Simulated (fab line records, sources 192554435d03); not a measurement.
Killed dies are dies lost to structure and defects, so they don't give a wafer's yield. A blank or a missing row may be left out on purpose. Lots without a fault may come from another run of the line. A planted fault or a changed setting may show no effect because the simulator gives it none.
fab line records | flow n5_finfet
record lots=8 wafers=24 last_day=17
route steps=1938 shown BEOL_M0_SAQP@670 BEOL_M0_CUTY@710 BEOL_M4@1111 PASSIVATION@1936
lots that met no fault: from a run of the same line without faults
start_h: hours from the record's first day to the start of the lot's first wafer shown | wait_h: hours since the lot's step before | " the same as in the row above | L1.1+2: a row that stands for several wafers | - no value, or no start given | * or withheld: withheld | < > ~ a bound
route shown NAME@n: a module of which the file shows steps, and the number in the route of the first | usual: mean/standard deviation of fault-free wafers | same: alike in all rows | chamber/n: place in a boat | sites: the reading at each site | _std_site: their standard deviation | _edge_site: outer sites' mean less inner sites' | radius_mm: how far each site lies from the wafer's centre | mask NAME#n: copy n | behind: the tool/chamber that last shaped the wafer | hold: why the lot was held/for how many hours/how that ended | device: the transistor (n, p or np) that didn't switch | end of line: the same wafers' tests at the end of the route | a step without rows: its recipe alone | killed: dies lost to structure and defects at the first sort, not the wafer's yield | map: a wafer's dies, x killed, . not, _ none there
set.NAME: the setting as run; set.NAME@STEP: as run at that earlier step | model.NAME: the simulator's own value behind a step, which no gauge read
steps of the route over a sample of lots; a table a step, a row a wafer
services: from which hour (start_h, from the record's first day; less than 0 if before it) a tool's chamber was out of use, for how many hours, and why
## steps
# step N5_BEOL_M0_SAQP_RECESS_104
# recipe chemistry=HF/NH3 target=SiO2 target_depth_a=180 afs_cycles=3 temp_c=30 sublimation_temp_c=180 sublimation_time_s=60
# usual drypump_motor_current_A=5.6/0.66
# columns lot.wafer tool chamber start_h wait_h drypump_motor_current_A
L307.1 vapor_etch-01 1 108.26 0.1 6.5
L307.2 " 0 " " 4.8
L307.4 " 0 " " 4.8
L310.2 vapor_etch-01 0 127.81 0.1 4.8
L310.5 " 1 " " 6.6
L310.6 " 0 " " 4.8
L316.2 vapor_etch-02 0 165.84 0.1 5.1
L316.4 " 0 " " 5.1
L316.5 " 0 " " 5.1
L318.2 vapor_etch-01 0 179.65 0.1 4.8
L318.3 " 0 " " 4.8
L318.4 " 1 " " 6.5
L324.2 vapor_etch-02 0 213.70 0.1 5.1
L324.3 " 0 " " 5.1
L324.5 " 0 " " 5.1
L326.3 vapor_etch-02 1 220.96 0.2 6.0
L326.4 " 0 " " 5.1
L326.5 " 1 " " 6.0
L327.1 vapor_etch-01 1 231.08 0.1 6.5
L327.4 " 0 " " 4.8
L327.6 " 1 " " 6.5
L330.3 vapor_etch-02 0 247.38 0.2 5.1
L330.4 " 1 " " 6.0
L330.6 " 0 " " 5.1
# step N5_BEOL_M0_SAQP_STRIP_108
# recipe chemistry=N2/H2 power_w=500 temp_c=40 pressure_mtorr=50 rf_frequency_hz=6e+07 overash_fraction=0.3 bias_power_w=28 h2_frac=0.5 n2_flow_sccm=300 h2_flow_sccm=300
# usual drypump_motor_current_A=5.6/0.5 oes_product_au=0.78/0.071 power_w=499.8/1.4 rf_vpp_V=122.1/0.93 showerhead_plenum_p_Torr=3.41/0.13 throttle_valve_pct=19.02/0.27
# columns lot.wafer tool chamber start_h wait_h drypump_motor_current_A oes_product_au power_w rf_hours_counter_h rf_vpp_V showerhead_plenum_p_Torr throttle_valve_pct
L307.1 rie_diel-01 1 108.81 0.0 5.8 0.90 499.7 20 124.3 3.58 19.35
L307.2 " 3 " " 5.2 0.79 498.7 134 121.7 3.36 19.08
L307.4 " 3 " " 5.2 0.79 500.2 - 121.2 3.36 19.08
L310.2 rie_diel-03 2 128.50 0.0 6.5 0.76 498.6 144 123.1 3.51 18.80
L310.5 " 1 " " 5.2 0.75 499.7 - 121.9 3.35 19.28
L310.6 " 2 " " 6.5 0.76 500.7 - 123.9 3.51 18.81
L316.2 rie_diel-03 3 166.39 0.0 5.8 0.78 501.4 105 122.7 3.53 18.85
L316.4 " 2 " " 6.4 0.75 502.3 152 121.5 3.50 18.80
L316.5 " 1 " " 5.2 0.74 498.6 - 122.0 3.35 19.29
L318.2 rie_diel-03 0 180.20 0.0 5.3 0.73 498.8 179 121.6 3.33 18.92
L318.3 " 3 " " 5.8 0.77 504.9 108 122.0 3.52 18.85
L318.4 " 1 " " 5.3 0.74 496.6 153 122.6 3.35 19.31
L324.2 rie_diel-03 3 214.25 0.0 5.9 0.77 498.6 116 124.0 3.52 18.87
L324.3 " 1 " " 5.2 0.73 503.4 163 121.9 3.34 19.32
L324.5 " 3 " " 5.9 0.76 499.1 - 121.8 3.52 18.87
L326.3 rie_diel-01 2 221.73 0.0 4.8 0.91 498.3 30 122.8 3.56 18.77
L326.4 " 0 " " 6.1 0.70 498.6 200 123.0 3.48 19.26
L326.5 " 0 " " 6.2 0.70 502.6 - 123.9 3.48 19.26
L327.1 rie_diel-01 2 231.63 0.0 4.8 0.91 499.5 32 122.8 3.56 18.79
L327.4 " 3 " " 5.2 0.76 498.8 171 121.8 3.34 19.16
L327.6 " 2 " " 4.8 0.90 500.5 - 122.1 3.56 18.79
L330.3 rie_diel-03 2 247.88 0.0 6.5 0.73 498.4 176 122.6 3.49 18.84
L330.4 " 3 " " 5.9 0.77 499.4 128 122.2 3.51 18.91
L330.6 " 1 " " 5.2 0.73 498.8 - 121.2 3.33 19.33
# step N5_BEOL_M0_SAQP_RECESS_109
# recipe chemistry=HF/NH3 target=SiO2 target_depth_a=30 afs_cycles=1 temp_c=30 sublimation_temp_c=180 sublimation_time_s=60
# usual drypump_motor_current_A=5.6/0.62
# columns lot.wafer tool chamber start_h wait_h drypump_motor_current_A
L307.1 vapor_etch-02 0 108.87 0.0 5.1
L307.2 " 1 " " 6.0
L307.4 " 1 " " 6.0
L310.2 vapor_etch-02 0 128.56 0.0 5.1
L310.5 " 1 " " 6.0
L310.6 " 0 " " 5.1
L316.2 vapor_etch-01 1 166.45 0.0 6.5
L316.4 " 1 " " 6.5
L316.5 " 0 " " 4.8
L318.2 vapor_etch-01 0 180.26 0.0 4.8
L318.3 " 1 " " 6.5
L318.4 " 0 " " 4.8
L324.2 vapor_etch-02 0 214.31 0.0 5.1
L324.3 " 0 " " 5.1
L324.5 " 1 " " 6.0
L326.3 vapor_etch-02 0 221.83 0.1 5.1
L326.4 " 1 " " 6.0
L326.5 " 0 " " 5.1
L327.1 vapor_etch-02 0 231.69 0.0 5.1
L327.4 " 1 " " 6.0
L327.6 " 1 " " 6.0
L330.3 vapor_etch-02 1 248.02 0.1 6.0
L330.4 " 0 " " 5.1
L330.6 " 0 " " 5.1
# step N5_BEOL_M0_SAQP_SPACER2_ETCHBACK_27
# recipe chemistry=CHF3/O2 mode=anisotropic_etchback target=SiO2 target_depth_a=225 time_s=11.25 pressure_mtorr=30 source_w=650 bias_w=170 Ar_flow_sccm=200 CHF3_flow_sccm=50 O2_flow_sccm=5 ion_energy_ev=200
# usual CHF3_flow_sccm=49.99/0.18 drypump_motor_current_A=5.5/0.5 mfc_ar_sccm=200.1/0.61 oes_product_au=0.78/0.073 rf_vpp_V=522/11 showerhead_plenum_p_Torr=2.46/0.085 throttle_valve_pct=19.00/0.18
# columns lot.wafer tool chamber start_h wait_h CHF3_flow_sccm drypump_motor_current_A mfc_ar_sccm oes_product_au rf_hours_counter_h rf_vpp_V showerhead_plenum_p_Torr throttle_valve_pct
L307.1 rie_diel-02 3 109.65 0.4 50.15 5.6 199.5 0.89 33 524 2.57 18.90
L307.2 " 0 " " 50.10 5.3 199.7 0.74 149 524 2.43 19.19
L307.4 " 1 " " 49.97 4.9 200.0 0.71 - 524 2.32 18.63
L310.2 rie_diel-02 1 129.35 0.4 50.02 4.9 199.6 0.72 189 523 2.31 18.64
L310.5 " 1 " " 50.24 4.9 200.9 0.72 - 525 2.31 18.65
L310.6 " 0 " " 50.08 5.3 199.4 0.74 - 523 2.42 19.20
L316.2 rie_diel-03 2 168.26 0.3 50.02 6.4 200.3 0.75 152 539 2.51 18.77
L316.4 " 3 " " 50.19 5.8 200.0 0.77 105 537 2.52 18.96
L316.5 " 3 " " 50.12 5.9 199.9 0.78 - 536 2.52 18.94
L318.2 rie_diel-01 2 181.03 0.4 50.43 4.8 200.4 0.94 18 517 2.56 18.83
L318.3 " 0 " " 50.45 6.2 200.5 0.71 188 522 2.49 18.99
L318.4 " 2 " " 50.34 4.8 200.0 0.93 - 516 2.56 18.82
L324.2 rie_diel-02 0 215.01 0.3 50.34 5.3 199.9 0.73 178 523 2.41 19.21
L324.3 " 1 " " 50.05 4.9 200.2 0.70 211 524 2.30 18.68
L324.5 " 3 " " 49.92 5.6 201.2 0.84 - 525 2.56 18.94
L326.3 rie_diel-02 2 222.48 0.3 49.95 6.0 199.9 0.79 121 520 2.24 19.25
L326.4 " 0 " " 49.94 5.3 200.8 0.72 181 521 2.41 19.21
L326.5 " 1 " " 49.71 4.9 199.8 0.71 - 524 2.30 18.67
L327.1 rie_diel-02 2 232.49 0.3 49.71 6.1 199.8 0.77 124 521 2.23 19.24
L327.4 " 1 " " 49.71 4.9 199.8 0.69 217 524 2.30 18.69
L327.6 " 2 " " 49.95 6.1 201.1 0.77 - 522 2.23 19.25
L330.3 rie_diel-03 0 248.77 0.4 49.93 5.3 199.8 0.72 196 508 2.40 19.25
L330.4 " 3 " " 49.96 5.8 200.3 0.75 129 536 2.51 18.97
L330.6 " 2 " " 49.95 6.5 200.0 0.74 - 539 2.50 18.78
# step N5_BEOL_M0_SAQP_INSPECT_42
# recipe mode=adi inspect_instrument=brightfield
# usual raw_defect_count=282/72
# columns lot.wafer tool chamber start_h wait_h raw_defect_count
L307.1 defect_inspect-01 - 110.37 0.1 286
L307.2 " - " " 212
L307.4 " - " " 286
L310.2 defect_inspect-01 - 129.95 0.1 291
L310.5 " - " " 274
L310.6 " - " " 360
L316.2 defect_inspect-02 - 168.85 0.0 255
L316.4 " - " " 248
L316.5 " - " " 266
L318.2 defect_inspect-01 - 181.76 0.0 441
L318.3 " - " " 367
L318.4 " - " " 496
L324.2 defect_inspect-02 - 215.60 0.0 361
L324.3 " - " " 260
L324.5 " - " " 227
L326.3 defect_inspect-02 - 223.08 0.0 165
L326.4 " - " " 195
L326.5 " - " " 731
L327.1 defect_inspect-01 - 233.09 0.1 365
L327.4 " - " " 679
L327.6 " - " " 340
L330.3 defect_inspect-02 - 249.49 0.0 148
L330.4 " - " " 164
L330.6 " - " " 215
# step N5_BEOL_M0_CUTY_INSPECT_59
# recipe mode=adi inspect_instrument=macro
# usual raw_defect_count=1.8/1.2
# columns lot.wafer tool chamber start_h wait_h raw_defect_count
L307.1 defect_inspect-02 - 112.37 0.0 0
L307.2 " - " " 1
L307.4 " - " " 1
L310.2 defect_inspect-01 - 132.24 0.0 0
L310.5 " - " " 2
L310.6 " - " " 2
L316.2 defect_inspect-01 - 170.24 0.0 2
L316.4 " - " " 0
L316.5 " - " " 3
L318.2 defect_inspect-01 - 183.06 0.0 1
L318.3 " - " " 1
L318.4 " - " " 2
L324.2 defect_inspect-02 - 217.38 0.0 1
L324.3 " - " " 1
L324.5 " - " " 2
L326.3 defect_inspect-01 - 224.64 0.0 3
L326.4 " - " " 3
L326.5 " - " " >300
L327.1 defect_inspect-02 - 234.95 0.0 6
L327.4 " - " " >300
L327.6 " - " " 2
L330.3 defect_inspect-02 - 251.25 0.0 2
L330.4 " - " " 2
L330.6 " - " " 2
# step N5_BEOL_M4_RC_MEAS_101
# usual DIBL_N=35.9/1.9 DIBL_P=35.8/2.4 IOFF_N=0.15/0.031 IOFF_P=0.21/0.037 ION_N=672/13 ION_P=462/8.3 SS_N=71.5/0.72 SS_P=73.2/0.67 VT_N=250/3.4 VT_P=-250/3.4
# columns lot.wafer tool chamber start_h wait_h DIBL_N[mV/V] DIBL_P[mV/V] IOFF_N[nA/um] IOFF_P[nA/um] ION_N[uA/um] ION_P[uA/um] SS_N[mV/dec] SS_P[mV/dec] VT_N[mV] VT_P[mV]
L307.1 prober-02 0 166.95 0.0 37.0 37.6 0.15 0.22 676 466 71.2 73.8 250 -250
L307.2 " 0 " " 36.5 35.3 0.13 0.18 657 450 71.2 73.2 253 -253
L307.4 " 0 " " 36.5 36.1 0.13 0.19 660 457 71.4 72.7 252 -251
L310.2 prober-02 0 197.24 0.2 35.8 35.0 0.13 0.18 661 453 71.1 72.7 251 -252
L310.5 " 0 " " 37.4 36.8 0.16 0.22 669 462 72.1 73.6 252 -250
L310.6 " 0 " " 35.5 34.3 0.13 0.18 669 459 71.0 73.0 252 -251
L316.2 prober-02 0 220.61 0.2 37.3 35.6 0.15 0.20 661 455 72.2 73.8 252 -250
L316.4 " 0 " " 40.0 39.7 0.20 0.27 683 464 73.4 73.9 248 -249
L316.5 " 0 " " 34.2 33.6 0.11 0.18 652 455 71.5 72.0 255 -252
L318.2 prober-02 0 244.59 0.2 37.5 36.0 0.17 0.22 689 475 71.7 72.8 248 -247
L318.3 " 0 " " 36.8 35.3 0.16 0.21 670 464 71.8 72.9 248 -246
L318.4 " 0 " " 39.8 39.6 0.23 0.31 699 482 72.4 73.8 243 -241
L324.2 prober-02 0 261.13 0.2 39.6 39.5 0.21 0.29 684 476 71.4 74.8 243 -247
L324.3 " 0 " " 38.2 36.9 0.18 0.24 682 469 72.2 73.5 247 -251
L324.5 " 0 " " 36.8 36.1 0.16 0.22 674 464 71.6 73.5 248 -249
L326.3 prober-01 0 276.05 0.3 36.3 34.0 0.16 0.20 682 465 71.4 73.8 250 -250
L326.4 " 0 " " 33.1 30.0 0.10 0.14 656 453 71.2 72.4 254 -253
L326.5 " 0 " " 34.3 32.4 0.12 0.17 669 461 70.8 72.6 252 -255
L327.1 prober-01 0 295.81 0.0 37.3 37.4 0.19 0.26 682 470 71.5 73.0 244 -246
L327.4 " 0 " " 35.4 36.2 0.16 0.23 676 472 70.8 73.6 247 -248
L327.6 " 0 " " 35.8 35.8 0.17 0.23 688 471 70.9 72.9 247 -248
L330.3 prober-02 0 313.89 0.3 34.6 33.6 0.13 0.20 674 473 70.6 72.7 250 -251
L330.4 " 0 " " 36.8 35.7 0.17 0.23 690 475 71.4 73.0 249 -247
L330.6 " 0 " " 36.9 35.7 0.16 0.23 682 473 71.3 72.5 253 -247
# step N5_PASSIVATION_PROBE_49
# usual defect_limited_yield=91.6/1.2 killed_at_M0_to_M3=33/9.4 killed_at_M4_up=13/5.2 killed_at_contacts=13/5.6 killed_at_front_end=37/9.5 killed_at_other=4/3.1 killed_dies=99/15 killed_on_rim=13/3.6 killed_open=65/11 killed_short=32/7.5 sort_bin_5_function=4.9/0.77 sort_bin_6_memory=3.1/0.65 sort_n_pass=1081/15 sort_yield_pct=91.6/1.2
# same gross_dies=1180 killed_at_back_side=0 sort_bin_4_leakage[%]=0 sort_bin_8_speed[%]=0
# columns lot.wafer tool chamber start_h wait_h defect_limited_yield[%] killed_at_M0_to_M3 killed_at_M4_up killed_at_contacts killed_at_front_end killed_at_other killed_dies killed_on_rim killed_open killed_short sort_bin_5_function[%] sort_bin_6_memory[%] sort_n_pass sort_yield_pct[%]
L326.3 prober-01 - 376.43 0.1 92.2 32 13 17 29 1 92 12 63 28 5.1 2.5 1088 92.2
L326.4 prober-01 - 376.48 0.2 88.1 51 15 11 60 3 140 17 83 56 6.3 5.0 1040 88.1
L326.5 prober-01 - 376.53 0.2 82.5 132 10 13 48 4 207 23 65 35 12.1 4.1 973 82.5
L327.1 prober-01 - 389.76 0.0 92.3 34 16 15 26 0 91 13 58 31 4.6 2.7 1089 92.3
L327.4 prober-01 - 389.91 0.2 84.2 141 11 8 24 2 186 21 50 31 9.3 4.0 994 84.2
L327.6 prober-01 - 390.01 0.3 94.2 21 12 12 22 1 68 11 39 22 3.2 2.1 1112 94.2
# killed by level:class
L326.3 MOL_CONTACT_COAG:geometric_particle:open=16 BEOL_M3:geometric_particle:open=10 FIN_SAQP:geometric_particle:short=6 STI_FIN_REVEAL:geometric_particle:open=5 BEOL_M0_SAQP:geometric_particle:open=5 STARTING-WAFER:geometric_particle:short=5 BEOL_M0_SAQP:geometric_particle:short=4 BEOL_M4:geometric_particle:open=4
L326.4 FIN_SAQP:geometric_particle:open=18 FIN_SAQP:geometric_particle:short=16 BEOL_M0_SAQP:geometric_particle:short=12 BEOL_M3:geometric_particle:open=9 MOL_CONTACT_COAG:geometric_particle:open=9 BEOL_M0_SAQP:geometric_particle:open=9 GATE_CUT:geometric_particle:short=8 BEOL_M1:geometric_particle:open=8
L326.5 BEOL_M0_SAQP:unspecified=107 MOL_CONTACT_COAG:geometric_particle:open=13 FIN_SAQP:geometric_particle:short=12 FIN_SAQP:geometric_particle:open=9 STI_FIN_REVEAL:geometric_particle:open=9 BEOL_M0_SAQP:geometric_particle:open=7 BEOL_M0_SAQP:geometric_particle:short=6 BEOL_M3:geometric_particle:open=6
L327.1 MOL_CONTACT_COAG:geometric_particle:open=12 BEOL_M0_SAQP:geometric_particle:open=10 BEOL_M0_SAQP:geometric_particle:short=8 FIN_SAQP:geometric_particle:open=7 ILD0:geometric_particle:short=4 BEOL_M3:geometric_particle:open=4 BEOL_M5:geometric_particle:open=4 MOL_CONTACT_COAG:geometric_particle:short=3
L327.4 BEOL_M0_SAQP:unspecified=105 BEOL_M3:geometric_particle:open=12 BEOL_M1:geometric_particle:open=8 BEOL_M3:geometric_particle:short=7 FIN_SAQP:geometric_particle:short=6 MOL_CONTACT_COAG:geometric_particle:open=6 FIN_SAQP:geometric_particle:open=5 STI_FIN_REVEAL:geometric_particle:open=4
L327.6 MOL_CONTACT_COAG:geometric_particle:open=10 BEOL_M0_SAQP:geometric_particle:short=5 BEOL_M3:geometric_particle:open=5 BEOL_M1:coat_microbubble_printed=4 GATE_CUT:geometric_particle:short=3 BEOL_M5:geometric_particle:open=3 STARTING-WAFER:geometric_particle:short=3 STARTING-WAFER:geometric_particle:open=3
## services
# columns tool chamber start_h hours kind
rie_diel-01 2 95.05 - clean
rie_diel-01 2 95.05 - consumable_replace:focus_ring
rie_diel-01 2 95.05 - consumable_replace:showerhead
rie_diel-01 2 95.05 24.1 scheduled_down
rie_diel-01 2 95.05 24.1 vent_cycle
rie_diel-02 2 100.33 12.5 repair
rie_diel-01 - 127.88 1.2 repair
rie_diel-03 - 138.91 0.2 repair
rie_diel-03 2 153.41 8.3 repair
rie_diel-03 1 168.76 2.7 repair
rie_diel-01 1 178.44 15.9 repair
rie_diel-03 0 215.28 6.4 repair
## key
first_sign step=N5_BEOL_M0_SAQP_INSPECT_42 reading=raw_defect_count direction=up sigmas=5.8 usual=282 struck=705
effect step=N5_BEOL_M0_CUTY_INSPECT_59 reading=raw_defect_count direction=up sigmas=99+ usual=1.8 struck=>300
effect step=N5_PASSIVATION_PROBE_49 reading=killed_at_M0_to_M3 direction=up sigmas=11 usual=33 struck=136
more_kills_born_at N5_BEOL_M0_SAQP_SPACER2_ETCHBACK_27@rie_diel-02=212
met_at N5_BEOL_M0_SAQP_SPACER2_ETCHBACK_27
struck_lots L326,L327
struck_wafers L326.5,L327.4
not_acting_at N5_BEOL_M0_SAQP_RECESS_104,N5_BEOL_M0_SAQP_STRIP_108,N5_BEOL_M0_SAQP_RECESS_109
onset_between 215.01 222.48
fault kind=chamber_particle_source tool=rie_diel-02 chamber=1 onset_h=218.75 steps=N5_BEOL_M0_SAQP_SPACER2_ETCHBACK_27 rate_per_visit_cm2=0.7169 end_h=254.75
